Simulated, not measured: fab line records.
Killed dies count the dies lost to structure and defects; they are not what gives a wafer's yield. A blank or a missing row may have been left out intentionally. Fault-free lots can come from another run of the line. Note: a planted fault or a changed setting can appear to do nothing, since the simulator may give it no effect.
Chamber matching / flow n5-finfet / 4 sister chambers for N5_SD_EPI_P_ETCH_47 on rie-diel-03
The step etches SiOCN in CH3F/O2, target depth 25 nm. 18 wafers are shown with their chamber, then 9 later ones without.

## EACH WAFER AND ITS CHAMBER
wafer=L074.2; chamber=2; drypump-motor-current-A (A)=6.4; showerhead-plenum-p-Torr (Torr)=2.01; throttle-valve-pct (%)=16.24
wafer=L074.3; chamber=1; drypump-motor-current-A (A)=5.7; showerhead-plenum-p-Torr (Torr)=2.00; throttle-valve-pct (%)=16.53
wafer=L074.5; chamber=1; drypump-motor-current-A (A)=5.7; showerhead-plenum-p-Torr (Torr)=2.00; throttle-valve-pct (%)=16.50
wafer=L075.1; chamber=2; drypump-motor-current-A (A)=6.4; showerhead-plenum-p-Torr (Torr)=2.01; throttle-valve-pct (%)=16.27
wafer=L075.3; chamber=0; drypump-motor-current-A (A)=6.1; showerhead-plenum-p-Torr (Torr)=2.08; throttle-valve-pct (%)=16.10
wafer=L075.5; chamber=0; drypump-motor-current-A (A)=6.1; showerhead-plenum-p-Torr (Torr)=2.08; throttle-valve-pct (%)=16.09
wafer=L080.1; chamber=3; drypump-motor-current-A (A)=6.5; showerhead-plenum-p-Torr (Torr)=2.14; throttle-valve-pct (%)=16.08
wafer=L080.3; chamber=2; drypump-motor-current-A (A)=6.4; showerhead-plenum-p-Torr (Torr)=2.00; throttle-valve-pct (%)=16.28
wafer=L080.5; chamber=2; drypump-motor-current-A (A)=6.4; showerhead-plenum-p-Torr (Torr)=2.00; throttle-valve-pct (%)=16.27
wafer=L081.2; chamber=2; drypump-motor-current-A (A)=6.4; showerhead-plenum-p-Torr (Torr)=2.00; throttle-valve-pct (%)=16.29
wafer=L081.3; chamber=1; drypump-motor-current-A (A)=5.7; showerhead-plenum-p-Torr (Torr)=1.99; throttle-valve-pct (%)=16.55
wafer=L081.5; chamber=3; drypump-motor-current-A (A)=6.6; showerhead-plenum-p-Torr (Torr)=2.14; throttle-valve-pct (%)=16.09
wafer=L085.3; chamber=1; drypump-motor-current-A (A)=5.7; showerhead-plenum-p-Torr (Torr)=1.99; throttle-valve-pct (%)=16.53
wafer=L085.4; chamber=3; drypump-motor-current-A (A)=6.6; showerhead-plenum-p-Torr (Torr)=2.14; throttle-valve-pct (%)=16.11
wafer=L085.6; chamber=3; drypump-motor-current-A (A)=6.6; showerhead-plenum-p-Torr (Torr)=2.14; throttle-valve-pct (%)=16.10
wafer=L086.1; chamber=2; drypump-motor-current-A (A)=6.4; showerhead-plenum-p-Torr (Torr)=2.00; throttle-valve-pct (%)=16.29
wafer=L086.3; chamber=3; drypump-motor-current-A (A)=6.5; showerhead-plenum-p-Torr (Torr)=2.14; throttle-valve-pct (%)=16.12
wafer=L086.4; chamber=0; drypump-motor-current-A (A)=6.1; showerhead-plenum-p-Torr (Torr)=2.08; throttle-valve-pct (%)=16.12

SIGNATURES (means of the wafers above)
reading=drypump-motor-current-A; chamber 0=6.100; chamber 1=5.700; chamber 2=6.400; chamber 3=6.560; scatter within a chamber=0.0293
reading=showerhead-plenum-p-Torr; chamber 0=2.0800; chamber 1=1.9950; chamber 2=2.0033; chamber 3=2.1400; scatter within a chamber=0.00408
reading=throttle-valve-pct; chamber 0=16.1033; chamber 1=16.5275; chamber 2=16.2733; chamber 3=16.1000; scatter within a chamber=0.0179
Rule: for each reading, subtract the chamber's mean from the wafer's reading, divide by that reading's scatter and square the result; add these up over the readings and take the root, which gives the wafer's distance from the chamber. If the next closest chamber is less than 2 further off than the closest, the wafer can't be placed; otherwise it belongs to the closest. The scatter: take each reading less its chamber's mean, square it, sum over the shown wafers, divide by the number of wafers less the number of chambers, and take the root.

## WAFERS MISSING THEIR CHAMBER
wafer=L089.4; drypump-motor-current-A (A)=5.7; showerhead-plenum-p-Torr (Torr)=1.99; throttle-valve-pct (%)=16.56
wafer=L089.5; drypump-motor-current-A (A)=5.7; showerhead-plenum-p-Torr (Torr)=1.99; throttle-valve-pct (%)=16.56
wafer=L089.6; drypump-motor-current-A (A)=6.1; showerhead-plenum-p-Torr (Torr)=2.07; throttle-valve-pct (%)=16.13
wafer=L092.2; drypump-motor-current-A (A)=6.1; showerhead-plenum-p-Torr (Torr)=2.07; throttle-valve-pct (%)=16.15
wafer=L092.5; drypump-motor-current-A (A)=5.7; showerhead-plenum-p-Torr (Torr)=1.99; throttle-valve-pct (%)=16.56
wafer=L092.6; drypump-motor-current-A (A)=6.1; showerhead-plenum-p-Torr (Torr)=2.07; throttle-valve-pct (%)=16.15
wafer=L096.1; drypump-motor-current-A (A)=6.1; showerhead-plenum-p-Torr (Torr)=2.07; throttle-valve-pct (%)=16.17
wafer=L096.3; drypump-motor-current-A (A)=6.4; showerhead-plenum-p-Torr (Torr)=1.99; throttle-valve-pct (%)=16.34
wafer=L096.4; drypump-motor-current-A (A)=5.7; showerhead-plenum-p-Torr (Torr)=1.98; throttle-valve-pct (%)=16.58

## EACH ONE'S CHAMBER
wafer=L089.4; from the rows above=1; in truth=1
wafer=L089.5; from the rows above=1; in truth=1
wafer=L089.6; from the rows above=0; in truth=0
wafer=L092.2; from the rows above=0; in truth=0
wafer=L092.5; from the rows above=1; in truth=1
wafer=L092.6; from the rows above=0; in truth=0
wafer=L096.1; from the rows above=0; in truth=0
wafer=L096.3; from the rows above=2; in truth=2
wafer=L096.4; from the rows above=1; in truth=1
Correctly placed: 9 of 9. Left unplaced by these rows: 0. Wrongly placed: 0.
